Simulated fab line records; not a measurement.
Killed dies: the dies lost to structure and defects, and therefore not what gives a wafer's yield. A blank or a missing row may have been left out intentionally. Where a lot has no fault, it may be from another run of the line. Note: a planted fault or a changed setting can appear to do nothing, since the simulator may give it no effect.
Matching of chambers ; flow nand harc ; NHARC_A_STAIRCASE_TRIM_12 on rie diel-03: 4 sister chambers
The step chemistry O2, time 211.2 s. 15 wafers are shown with their chamber, then 7 later ones without.

WAFERS, EACH WITH ITS CHAMBER
wafer;chamber;showerhead plenum p Torr (Torr);drypump motor current A (A);oes product au (a.u.)
L344.1;3;3.63;5.79;1.007
L344.3;2;3.29;6.12;0.985
L344.4;1;3.74;5.97;0.982
L347.2;2;3.29;6.09;1.001
L347.3;3;3.62;5.79;1.024
L347.4;1;3.73;5.96;0.999
L350.3;0;3.49;5.97;0.998
L350.4;1;3.73;5.93;0.999
L350.5;1;3.73;5.96;0.998
L352.1;3;3.61;5.78;1.004
L352.4;0;3.49;5.99;0.991
L352.5;3;3.61;5.78;1.009
L355.2;3;3.61;5.78;1.000
L355.3;2;3.27;6.11;0.994
L355.4;1;3.72;5.92;0.991

SIGNATURES (means of the wafers above)
reading;chamber 0;chamber 1;chamber 2;chamber 3;scatter within a chamber
showerhead plenum p Torr;3.4900;3.7300;3.2833;3.6160;0.00846
drypump motor current A;5.9800;5.9480;6.1067;5.7840;0.0156
oes product au;0.99450;0.99380;0.99333;1.00880;0.00802
Rule: for each reading, subtract the chamber's mean from the wafer's reading, divide by that reading's scatter and square the result; add these up over the readings and take the root, which gives the wafer's distance from the chamber. The wafer belongs to the nearest chamber; if the next one is less than 2 further off, it can't be placed. The scatter is the square root of a quotient: the sum, over the shown wafers, of each reading's squared deviation from its chamber's mean, divided by wafers minus chambers.

WAFERS WITHOUT THEIR CHAMBER
wafer;showerhead plenum p Torr (Torr);drypump motor current A (A);oes product au (a.u.)
L357.3;3.60;5.77;1.000
L357.4;3.27;6.09;0.991
L357.6;3.48;5.96;0.987
L359.1;3.81;6.13;1.009
L359.5;3.60;5.79;1.021
L363.1;3.59;5.78;1.009
L363.4;3.70;5.95;0.998

THE CHAMBER EACH PASSED THROUGH
wafer;from the rows above;in truth
L357.3;3;3
L357.4;2;2
L357.6;0;0
L359.1;1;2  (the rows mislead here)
L359.5;3;3
L363.1;3;3
L363.4;1;1
6 of 7 placed correctly. Number that these rows cannot place: 0. Wrongly placed: 1.
